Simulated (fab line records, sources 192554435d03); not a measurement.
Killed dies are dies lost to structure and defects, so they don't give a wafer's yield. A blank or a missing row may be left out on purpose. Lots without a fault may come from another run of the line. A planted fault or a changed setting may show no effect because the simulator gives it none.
Chamber matching | flow n5_finfet | N5_BEOL_M8_DESCUM_16 on rie_diel-05: 4 sister chambers
The step chemistry O2, time 7.9 s. 14 wafers are shown with their chamber, then 7 later ones without.

WAFERS WITH THEIR CHAMBER
wafer  | chamber | showerhead_plenum_p_Torr (Torr) | drypump_motor_current_A (A) | throttle_valve_pct (%)
L076.2 | 3       | 2.05                            | 5.8                         | 20.63
L076.3 | 1       | 2.09                            | 5.5                         | 20.33
L076.5 | 1       | 2.09                            | 5.4                         | 20.34
L081.2 | 2       | 2.21                            | 6.5                         | 20.27
L081.5 | 1       | 2.09                            | 5.4                         | 20.33
L081.6 | 0       | 2.01                            | 5.5                         | 20.31
L077.2 | 3       | 2.05                            | 5.7                         | 20.63
L077.3 | 1       | 2.09                            | 5.5                         | 20.34
L077.5 | 0       | 2.01                            | 5.5                         | 20.31
L092.1 | 2       | 2.20                            | 6.5                         | 20.33
L092.4 | 1       | 2.08                            | 5.4                         | 20.37
L092.6 | 1       | 2.08                            | 5.5                         | 20.38
L091.2 | 2       | 2.20                            | 6.5                         | 20.32
L091.4 | 3       | 2.04                            | 5.7                         | 20.67

SIGNATURES (means of the wafers above)
reading                  | chamber 0 | chamber 1 | chamber 2 | chamber 3 | scatter within a chamber
showerhead_plenum_p_Torr | 2.0100    | 2.0867    | 2.2033    | 2.0467    | 0.00516
drypump_motor_current_A  | 5.500     | 5.450     | 6.500     | 5.733     | 0.0465
throttle_valve_pct       | 20.3100   | 20.3483   | 20.3067   | 20.6433   | 0.0233
Rule: a wafer's distance from a chamber is the root of the sum, over the readings, of the square of ((its reading less the chamber's mean) divided by the reading's scatter). The wafer belongs to the nearest chamber; if the next one is less than 2 further off, it can't be placed. The scatter: the root of (the sum of the squares of (reading less its chamber's mean) over the shown wafers, divided by (wafers less chambers)).

WAFERS WITHOUT THEIR CHAMBER
wafer  | showerhead_plenum_p_Torr (Torr) | drypump_motor_current_A (A) | throttle_valve_pct (%)
L091.5 | 2.01                            | 5.5                         | 20.33
L093.1 | 2.08                            | 5.4                         | 20.37
L093.2 | 2.00                            | 5.5                         | 20.32
L093.6 | 2.04                            | 5.8                         | 20.66
L096.1 | 2.04                            | 5.7                         | 20.68
L096.2 | 2.00                            | 5.5                         | 20.33
L096.5 | 2.08                            | 5.4                         | 20.37

WHICH CHAMBER EACH WENT THROUGH
wafer  | from the rows above | in truth
L091.5 | 0                   | 0
L093.1 | 1                   | 1
L093.2 | 0                   | 0
L093.6 | 3                   | 3
L096.1 | 3                   | 3
L096.2 | 0                   | 0
L096.5 | 1                   | 1
Placed correctly: 7 of 7. Can't be placed from these rows: 0. Placed wrongly: 0.
